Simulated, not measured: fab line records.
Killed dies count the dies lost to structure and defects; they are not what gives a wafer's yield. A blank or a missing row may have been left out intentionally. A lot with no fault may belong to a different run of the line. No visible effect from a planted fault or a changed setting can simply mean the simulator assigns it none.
Struck lot and sound lot, side by side    flow nand-harc    26 steps out of a route of 1159
Sound: these wafers, L588.1, L588.3, L588.6. Struck: wafer L596.2. (L596.1, L596.6 of the same lot were not struck and are left out.) The cause comes at the end.
At each step with rows: each side's tool, then ch and its chambers, then its first start. Under that, the readings that differ: sound wafers    struck wafers    difference of the means    sigmas: that difference in standard deviations of wafers without a fault.
alike: a reading whose means differ by less than 2 such deviations, as well as words and numbers matching on both sides. not compared: withheld readings; readings where some wafer has no value; bounds like >300 that might hide an equal value; numbers whose values overlap and for which the record gives no deviation.
The two part at a step that has a row with sigmas, a row that says differs or no value, or rows on one side only. Numbers that don't overlap but have no deviation are shown without sigmas and don't part them. A reading missing from all wafers of one side parts the sides only when that side holds two or more wafers.

first, 6 steps without rows for these wafers: NHARC_A_SLIT_COAT_03 (resist thk 90 nm); NHARC_A_SLIT_SOFTBAKE_04 (time 55 s); NHARC_A_SLIT_EBR_05; NHARC_A_SLIT_EXPOSE_06 (exposes mask SLIT); NHARC_A_SLIT_PEB_07 (peb time 65 s); NHARC_A_SLIT_DEVELOP_08 (develop time 35 s).
NHARC_A_SLIT_CD_MEAS_09 targets a cd of 300 nm.
  sound on cd-sem-03 ch 0, day 15 03:19; struck on cd-sem-02 ch 0, day 17 01:31
  alike: cd-nm
NHARC_A_SLIT_OVL_MEAS_10:
  sound: overlay-01 at day 15 03:25; struck: overlay-02 at day 17 01:37
  alike: overlay-x-nm, overlay-y-nm
NHARC_A_SLIT_INSPECT_11:
  sound: defect-inspect-01 at day 15 03:26; struck: defect-inspect-02 at day 17 01:39
  alike: raw-defect-count
NHARC_A_SLIT_DESCUM_14: chemistry O2, time 3 s.
  sound on rie-diel-03 ch 0,1,3, day 15 03:31; struck on rie-diel-05 ch 2, day 17 01:43
  alike: chamber-pressure-mTorr, drypump-motor-current-A, oes-product-au, rf-vpp-V, showerhead-plenum-p-Torr, throttle-valve-pct
  not compared: rf-hours-counter-h
NHARC_A_SLIT_ETCH_24: etches the open film in CF4/CHF3, target depth 121 nm, time 60.5 s.
  sound on rie-diel-03 ch 1,2, day 15 03:35; struck on rie-diel-05 ch 1, day 17 01:47
  alike: chamber-pressure-mTorr, drypump-motor-current-A, oes-product-au, rf-vpp-V, showerhead-plenum-p-Torr, throttle-valve-pct
  not compared: rf-hours-counter-h
then, 1 step without rows for these wafers: NHARC_A_SLIT_ETCH_15 (etches the open film in O2/COS, target depth 3200 nm, time 832 s).
NHARC_A_SLIT_ETCH_17: etches the open film in C4F8/O2/Ar, time 1687.5 s, target depth 10100 nm.
  sound on har-etch-02 ch 1, day 15 05:23; struck on har-etch-01 ch 1, day 17 02:28
reading                         sound                 struck  difference  sigmas
chamber-pressure-mTorr (mTorr)  20.020 20.044 20.036  19.993  -0.040      -2
throttle-valve-pct (%)          32.044 32.043 32.028  32.073  +0.035      +4
  alike: drypump-motor-current-A, showerhead-plenum-p-Torr
  not compared: rf-hours-counter-h
NHARC_A_SLIT_ETCH_26: etches the open film in C4F8/O2/Ar, time 90 s, target depth 400 nm.
  sound on har-etch-02 ch 1, day 15 06:40; struck on har-etch-01 ch 1, day 17 03:58
reading                 sound                 struck  difference  sigmas
throttle-valve-pct (%)  27.624 27.615 27.626  27.639  +0.017      +2
  alike: chamber-pressure-mTorr, drypump-motor-current-A, showerhead-plenum-p-Torr
  not compared: rf-hours-counter-h
then, 2 steps without rows for these wafers: NHARC_A_SLIT_STRIP_28 (strips in O2/COS); NHARC_A_SLIT_ETCH_29 (etches the open film in CF4/O2, target depth 100 nm, overetch 10 nm, time 55 s).
NHARC_A_SLIT_STRIP_18: strips in O2.
  sound: rie-diel-12 ch 1,2; struck: rie-diel-05 ch 2
reading                          sound              struck  difference  sigmas
oes-product-au (a.u.)            1.013 0.991 0.996  1.026   +0.026      +3
showerhead-plenum-p-Torr (Torr)  3.30 3.31 3.31     3.78    +0.47       +3
  alike: chamber-pressure-mTorr, drypump-motor-current-A, rf-vpp-V, throttle-valve-pct
  not compared: rf-hours-counter-h
then, 2 steps without rows for these wafers: NHARC_A_SLIT_PRECLEAN_19 (cleans in SC1); NHARC_A_SLIT_SRD_20.
NHARC_A_SLIT_CD_MEAS_21:
  sound: cd-sem-01 at day 15 07:47; struck: cd-sem-03 at day 17 05:10
  alike: cd-nm
then, 3 steps without rows for these wafers: NHARC_A_SIN_REMOVE_WET_00 (chemistry H3PO4, time 15300 s); NHARC_A_SIN_REMOVE_PRECLEAN_01 (cleans in SC1); NHARC_A_SIN_REMOVE_SRD_02.
NHARC_A_SIN_REMOVE_INSPECT_04:
  sound: defect-inspect-02 at day 15 15:32; struck: defect-inspect-01 at day 17 12:46
reading           sound        struck  difference  sigmas
raw-defect-count  207 210 164  1332    +1138       +16
NHARC_A_WL_FILL_ALD_00: deposits Al2O3, target thk 3 nm, pulse time 3 s, ald cycles 30.
  sound on ald-hk-03 ch 0,2,3, day 15 15:40; struck on ald-hk-02 ch 1, day 17 12:50
  alike: heater-power-w, precursor-pulse-height-rel
-- jump in the record: it breaks off in module A_WL_FILL and resumes in module END (first step shown: number 1159 of the route), and 5 days separate the struck wafers' starts before and after --
NHARC_END_SORT_01:
  the record has rows for the struck wafers here (prober-01 ch 0, day 22 02:34) and none for the sound ones

WHERE THEY PART
Last at NHARC_END_SORT_01 as far as this record goes, first at NHARC_A_SLIT_ETCH_17.

WHY: whatever the simulator had introduced
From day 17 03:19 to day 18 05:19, har-etch-01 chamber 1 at NHARC_A_SLIT_ETCH_17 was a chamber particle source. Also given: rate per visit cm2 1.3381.
